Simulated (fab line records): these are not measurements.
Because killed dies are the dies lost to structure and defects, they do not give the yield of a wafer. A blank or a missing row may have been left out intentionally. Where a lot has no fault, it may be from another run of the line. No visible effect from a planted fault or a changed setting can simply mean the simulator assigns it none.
Matching of chambers | flow n5 finfet | N5_SDB_ETCH_17 on rie diel-04: 4 sister chambers
The step etches SiARC in CF4, target depth 23.4 nm, time 39 s. 27 wafers are shown with their chamber, then 12 later ones without.

WAFERS WITH THEIR CHAMBER
wafer  | chamber | drypump motor current A (A) | showerhead plenum p Torr (Torr) | etch rf on time s (s)
L075.3 | 2       | 5.7                         | 2.24                            | 37.2
L075.4 | 0       | 5.9                         | 2.14                            | 39.2
L075.5 | 2       | 5.7                         | 2.24                            | 37.2
L077.1 | 0       | 5.9                         | 2.14                            | 38.8
L077.4 | 1       | 5.3                         | 2.10                            | 39.2
L077.6 | 3       | 5.0                         | 2.27                            | 37.9
L078.3 | 2       | 5.7                         | 2.24                            | 37.2
L078.5 | 3       | 5.0                         | 2.27                            | 37.7
L078.6 | 0       | 5.9                         | 2.14                            | 38.9
L081.2 | 3       | 5.0                         | 2.27                            | 38.0
L081.4 | 1       | 5.4                         | 2.10                            | 39.2
L081.5 | 3       | 5.0                         | 2.27                            | 37.7
L080.1 | 1       | 5.4                         | 2.10                            | 39.0
L080.2 | 0       | 5.9                         | 2.14                            | 39.0
L080.4 | 2       | 5.7                         | 2.23                            | 36.9
L084.3 | 3       | 5.0                         | 2.27                            | 38.0
L084.5 | 0       | 5.9                         | 2.14                            | 39.3
L084.6 | 3       | 4.9                         | 2.27                            | 38.2
L088.1 | 0       | 5.9                         | 2.14                            | 39.2
L088.4 | 3       | 5.0                         | 2.27                            | 37.7
L088.5 | 0       | 5.9                         | 2.14                            | 39.2
L090.3 | 3       | 5.0                         | 2.26                            | 37.7
L090.4 | 2       | 5.7                         | 2.23                            | 37.6
L090.6 | 0       | 5.9                         | 2.13                            | 38.8
L091.2 | 2       | 5.7                         | 2.23                            | 37.7
L091.3 | 1       | 5.4                         | 2.09                            | 38.9
L091.6 | 1       | 5.4                         | 2.09                            | 39.0

SIGNATURES (means of the wafers above)
reading                  | chamber 0 | chamber 1 | chamber 2 | chamber 3 | scatter within a chamber
drypump motor current A  | 5.900     | 5.380     | 5.700     | 4.987     | 0.027
showerhead plenum p Torr | 2.1387    | 2.0960    | 2.2350    | 2.2687    | 0.0044
etch rf on time s        | 39.050    | 39.060    | 37.300    | 37.863    | 0.214
Rule: distance of a wafer from a chamber = root of the sum over the readings of ((wafer's reading minus chamber's mean) / reading's scatter) squared. The wafer belongs to the nearest chamber; if the next one is less than 2 further off, it can't be placed. The scatter: the root of (the sum of the squares of (reading less its chamber's mean) over the shown wafers, divided by (wafers less chambers)).

WAFERS WITH NO CHAMBER GIVEN
wafer  | drypump motor current A (A) | showerhead plenum p Torr (Torr) | etch rf on time s (s)
L093.1 | 5.9                         | 2.13                            | 39.0
L093.2 | 5.7                         | 2.23                            | 37.9
L093.4 | 4.9                         | 2.26                            | 38.0
L094.1 | 5.4                         | 2.09                            | 39.1
L094.2 | 5.9                         | 2.13                            | 39.2
L094.4 | 5.0                         | 2.26                            | 38.7
L095.2 | 5.9                         | 2.13                            | 39.5
L095.3 | 5.7                         | 2.22                            | 38.2
L095.4 | 5.4                         | 2.09                            | 39.1
L096.3 | 5.0                         | 2.26                            | 38.3
L096.5 | 5.0                         | 2.26                            | 38.4
L096.6 | 5.9                         | 2.13                            | 39.4

WHICH CHAMBER EACH WENT THROUGH
wafer  | from the rows above | in truth
L093.1 | 0                   | 0
L093.2 | 2                   | 2
L093.4 | 3                   | 3
L094.1 | 1                   | 1
L094.2 | 0                   | 0
L094.4 | 3                   | 3
L095.2 | 0                   | 0
L095.3 | 2                   | 2
L095.4 | 1                   | 1
L096.3 | 3                   | 3
L096.5 | 3                   | 3
L096.6 | 0                   | 0
12 of 12 placed correctly. Can't be placed from these rows: 0. Wrongly placed: 0.
